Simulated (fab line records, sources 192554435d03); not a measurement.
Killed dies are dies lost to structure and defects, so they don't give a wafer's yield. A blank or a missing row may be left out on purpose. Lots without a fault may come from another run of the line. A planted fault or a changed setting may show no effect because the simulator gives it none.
Chamber matching | flow n5_finfet | N5_HKMG_FIN_ALD_79 on ald_metal-04: 4 sister chambers
The step deposits TiN, target thk 1.5 nm, pulse time 1 s, purge time 3 s. 22 wafers are shown with their chamber, then 11 later ones without.

WAFERS WITH THEIR CHAMBER
wafer  | chamber | heater_power_w (W) | precursor_pulse_height_rel
L075.1 | 2       | 793                | 0.998
L075.3 | 3       | 1094               | 0.958
L075.5 | 0       | 809                | 1.006
L076.1 | 1       | 918                | 1.011
L076.4 | 0       | 827                | 0.988
L076.6 | 0       | 831                | 1.000
L077.2 | 1       | 925                | 0.984
L077.5 | 3       | 1125               | 1.032
L077.6 | 0       | 822                | 0.991
L078.1 | 0       | 836                | 0.995
L078.2 | 2       | 738                | 1.015
L078.4 | 3       | 1076               | 0.989
L079.1 | 1       | 939                | 0.993
L079.2 | 0       | 843                | 0.970
L079.5 | 0       | 802                | 1.018
L080.2 | 1       | 909                | 1.004
L080.3 | 0       | 825                | 1.012
L080.4 | 3       | 1117               | 0.980
L086.2 | 2       | 760                | 0.995
L086.4 | 3       | 1121               | 1.007
L086.6 | 2       | 757                | 1.012
L088.1 | 0       | 828                | 0.980

SIGNATURES (means of the wafers above)
reading                    | chamber 0 | chamber 1 | chamber 2 | chamber 3 | scatter within a chamber
heater_power_w             | 824.78    | 922.75    | 762.00    | 1106.60   | 16.8
precursor_pulse_height_rel | 0.99556   | 0.99800   | 1.00500   | 0.99320   | 0.0178
Rule: a wafer's distance from a chamber is the root of the sum, over the readings, of the square of ((its reading less the chamber's mean) divided by the reading's scatter). The wafer belongs to the nearest chamber; if the next one is less than 2 further off, it can't be placed. The scatter: the root of (the sum of the squares of (reading less its chamber's mean) over the shown wafers, divided by (wafers less chambers)).

WAFERS WITHOUT THEIR CHAMBER
wafer  | heater_power_w (W) | precursor_pulse_height_rel
L088.2 | 912                | 1.022
L088.4 | 764                | 0.986
L089.2 | 792                | 1.014
L089.3 | 799                | 1.055
L089.5 | 826                | 1.000
L090.2 | 825                | 0.988
L090.3 | 1107               | 1.004
L090.4 | 742                | 1.001
L096.1 | 916                | 1.012
L096.2 | 760                | 1.073
L096.6 | 936                | 0.988

WHICH CHAMBER EACH WENT THROUGH
wafer  | from the rows above     | in truth
L088.2 | 1                       | 1
L088.4 | 2                       | 2
L089.2 | can't be placed: 2 or 0 | 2
L089.3 | can't be placed: 2 or 0 | 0
L089.5 | 0                       | 0
L090.2 | 0                       | 0
L090.3 | 3                       | 3
L090.4 | 2                       | 2
L096.1 | 1                       | 1
L096.2 | can't be placed: 2 or 0 | 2
L096.6 | 1                       | 1
Placed correctly: 8 of 11. Can't be placed from these rows: 3 (the true chamber is among the candidates in 3). Placed wrongly: 0.
